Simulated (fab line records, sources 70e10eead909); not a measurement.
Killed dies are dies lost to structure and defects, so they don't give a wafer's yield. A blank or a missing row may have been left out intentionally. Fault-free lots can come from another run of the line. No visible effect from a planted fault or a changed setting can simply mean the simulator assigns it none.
Chamber matching | flow nandHarc | NHARC_P_ZERO_WELL_DESCUM_26 on rieDiel-06 has 4 sister chambers
The step chemistry O2, time 3 s. 7 wafers are shown with their chamber, then 7 later ones without.

== WAFERS WITH THEIR CHAMBER ==
wafer  | chamber | showerheadPlenumPTorr (Torr) | oesProductAu (a.u.)
L549.1 | 2       | 2.00                         | 1.002
L549.3 | 1       | 1.79                         | 1.016
L560.2 | 2       | 1.99                         | 1.000
L563.2 | 3       | 1.88                         | 0.997
L563.6 | 0       | 1.84                         | 1.002
L565.2 | 0       | 1.83                         | 0.996
L565.3 | 3       | 1.88                         | 1.006

== WAFERS WITHOUT THEIR CHAMBER ==
wafer  | showerheadPlenumPTorr (Torr) | oesProductAu (a.u.)
L565.4 | 1.99                         | 1.008
L566.2 | 1.78                         | 1.008
L566.4 | 1.83                         | 1.000
L566.6 | 1.83                         | 1.005
L568.1 | 1.98                         | 1.007
L568.4 | 1.83                         | 1.007
L568.6 | 1.83                         | 1.010

== EACH ONE'S CHAMBER ==
wafer  | from the rows above | in truth
L565.4 | 2                   | 2
L566.2 | 1                   | 1
L566.4 | 0                   | 0
L566.6 | 0                   | 0
L568.1 | 2                   | 2
L568.4 | 0                   | 0
L568.6 | 0                   | 0
7 of 7 placed correctly. Number that these rows cannot place: 0. Placed wrongly: 0.
How it was worked out, from the rows above alone: a wafer's distance from a chamber is the root of the sum, over the readings, of the square of ((its reading less the chamber's mean) divided by the reading's scatter). The wafer belongs to the nearest chamber; if the next one is less than 2 further off, it can't be placed. The mean given for a chamber averages the wafers shown for that chamber. The scatter is the square root of a quotient: the sum, over the shown wafers, of each reading's squared deviation from its chamber's mean, divided by wafers minus chambers.
